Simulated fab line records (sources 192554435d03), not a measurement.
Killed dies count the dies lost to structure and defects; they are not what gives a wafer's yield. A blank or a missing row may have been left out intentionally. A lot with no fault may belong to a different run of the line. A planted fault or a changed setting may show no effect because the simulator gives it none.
Matching of chambers || flow n5Finfet || N5_MOL_CONTACT_COAG_ETCH_48 on rieDiel-06: 4 sister chambers
The step etches SiOC in C4F6/O2, target depth 15 nm, overetch 4.5 nm, time 17 s. 18 wafers are shown with their chamber, then 9 later ones without.

== WAFERS, EACH WITH ITS CHAMBER ==
{"wafer": "L470.3", "chamber": 3, "showerheadPlenumPTorr (Torr)": 2.80, "drypumpMotorCurrentA (A)": 6.3, "rfVppV (V)": 1605}
{"wafer": "L470.4", "chamber": 0, "showerheadPlenumPTorr (Torr)": 3.01, "drypumpMotorCurrentA (A)": 5.6, "rfVppV (V)": 1596}
{"wafer": "L470.6", "chamber": 1, "showerheadPlenumPTorr (Torr)": 2.69, "drypumpMotorCurrentA (A)": 6.3, "rfVppV (V)": 1567}
{"wafer": "L475.1", "chamber": 2, "showerheadPlenumPTorr (Torr)": 2.83, "drypumpMotorCurrentA (A)": 5.9, "rfVppV (V)": 1589}
{"wafer": "L475.5", "chamber": 2, "showerheadPlenumPTorr (Torr)": 2.83, "drypumpMotorCurrentA (A)": 5.9, "rfVppV (V)": 1590}
{"wafer": "L475.6", "chamber": 3, "showerheadPlenumPTorr (Torr)": 2.79, "drypumpMotorCurrentA (A)": 6.3, "rfVppV (V)": 1604}
{"wafer": "L477.2", "chamber": 2, "showerheadPlenumPTorr (Torr)": 2.83, "drypumpMotorCurrentA (A)": 5.9, "rfVppV (V)": 1590}
{"wafer": "L477.3", "chamber": 0, "showerheadPlenumPTorr (Torr)": 3.00, "drypumpMotorCurrentA (A)": 5.6, "rfVppV (V)": 1597}
{"wafer": "L477.4", "chamber": 1, "showerheadPlenumPTorr (Torr)": 2.69, "drypumpMotorCurrentA (A)": 6.4, "rfVppV (V)": 1566}
{"wafer": "L478.4", "chamber": 3, "showerheadPlenumPTorr (Torr)": 2.79, "drypumpMotorCurrentA (A)": 6.3, "rfVppV (V)": 1604}
{"wafer": "L478.5", "chamber": 1, "showerheadPlenumPTorr (Torr)": 2.69, "drypumpMotorCurrentA (A)": 6.3, "rfVppV (V)": 1567}
{"wafer": "L478.6", "chamber": 0, "showerheadPlenumPTorr (Torr)": 3.00, "drypumpMotorCurrentA (A)": 5.6, "rfVppV (V)": 1596}
{"wafer": "L479.2", "chamber": 2, "showerheadPlenumPTorr (Torr)": 2.83, "drypumpMotorCurrentA (A)": 5.9, "rfVppV (V)": 1588}
{"wafer": "L479.5", "chamber": 2, "showerheadPlenumPTorr (Torr)": 2.83, "drypumpMotorCurrentA (A)": 5.9, "rfVppV (V)": 1589}
{"wafer": "L479.6", "chamber": 3, "showerheadPlenumPTorr (Torr)": 2.79, "drypumpMotorCurrentA (A)": 6.3, "rfVppV (V)": 1602}
{"wafer": "L480.3", "chamber": 3, "showerheadPlenumPTorr (Torr)": 2.79, "drypumpMotorCurrentA (A)": 6.3, "rfVppV (V)": 1603}
{"wafer": "L480.5", "chamber": 2, "showerheadPlenumPTorr (Torr)": 2.83, "drypumpMotorCurrentA (A)": 5.9, "rfVppV (V)": 1590}
{"wafer": "L480.6", "chamber": 0, "showerheadPlenumPTorr (Torr)": 3.00, "drypumpMotorCurrentA (A)": 5.6, "rfVppV (V)": 1596}

SIGNATURES (averages over the wafers above)
{"reading": "showerheadPlenumPTorr", "chamber 0": 3.0025, "chamber 1": 2.6900, "chamber 2": 2.8300, "chamber 3": 2.7920, "scatter within a chamber": 0.00333}
{"reading": "drypumpMotorCurrentA", "chamber 0": 5.600, "chamber 1": 6.333, "chamber 2": 5.900, "chamber 3": 6.300, "scatter within a chamber": 0.0218}
{"reading": "rfVppV", "chamber 0": 1596.25, "chamber 1": 1566.67, "chamber 2": 1589.33, "chamber 3": 1603.60, "scatter within a chamber": 0.843}
Rule: a wafer lies at a distance from a chamber equal to the root of the sum of squares, over the readings, of (its reading less the chamber's mean, divided by the reading's scatter). If the next closest chamber is less than 2 further off than the closest, the wafer can't be placed; otherwise it belongs to the closest. How the scatter is found: for the shown wafers, subtract from each reading the mean of its chamber, square and add these, divide the total by (wafers less chambers), then take the root.

== WAFERS MISSING THEIR CHAMBER ==
{"wafer": "L481.2", "showerheadPlenumPTorr (Torr)": 3.02, "drypumpMotorCurrentA (A)": 6.3, "rfVppV (V)": 1591}
{"wafer": "L481.3", "showerheadPlenumPTorr (Torr)": 2.83, "drypumpMotorCurrentA (A)": 5.9, "rfVppV (V)": 1589}
{"wafer": "L481.6", "showerheadPlenumPTorr (Torr)": 3.00, "drypumpMotorCurrentA (A)": 5.6, "rfVppV (V)": 1596}
{"wafer": "L482.4", "showerheadPlenumPTorr (Torr)": 2.83, "drypumpMotorCurrentA (A)": 6.0, "rfVppV (V)": 1587}
{"wafer": "L482.5", "showerheadPlenumPTorr (Torr)": 2.83, "drypumpMotorCurrentA (A)": 5.9, "rfVppV (V)": 1588}
{"wafer": "L482.6", "showerheadPlenumPTorr (Torr)": 3.02, "drypumpMotorCurrentA (A)": 6.3, "rfVppV (V)": 1592}
{"wafer": "L493.1", "showerheadPlenumPTorr (Torr)": 2.99, "drypumpMotorCurrentA (A)": 5.6, "rfVppV (V)": 1594}
{"wafer": "L493.2", "showerheadPlenumPTorr (Torr)": 2.82, "drypumpMotorCurrentA (A)": 5.9, "rfVppV (V)": 1588}
{"wafer": "L493.5", "showerheadPlenumPTorr (Torr)": 2.82, "drypumpMotorCurrentA (A)": 5.9, "rfVppV (V)": 1587}

== WHICH CHAMBER EACH WENT THROUGH ==
{"wafer": "L481.2", "from the rows above": 0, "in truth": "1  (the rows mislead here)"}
{"wafer": "L481.3", "from the rows above": 2, "in truth": 2}
{"wafer": "L481.6", "from the rows above": 0, "in truth": 0}
{"wafer": "L482.4", "from the rows above": 2, "in truth": 2}
{"wafer": "L482.5", "from the rows above": 2, "in truth": 2}
{"wafer": "L482.6", "from the rows above": 0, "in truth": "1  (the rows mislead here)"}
{"wafer": "L493.1", "from the rows above": 0, "in truth": 0}
{"wafer": "L493.2", "from the rows above": 2, "in truth": 2}
{"wafer": "L493.5", "from the rows above": 2, "in truth": 2}
Placed correctly: 7 of 9. From these rows, 0 cannot be placed. Placed wrongly: 2.
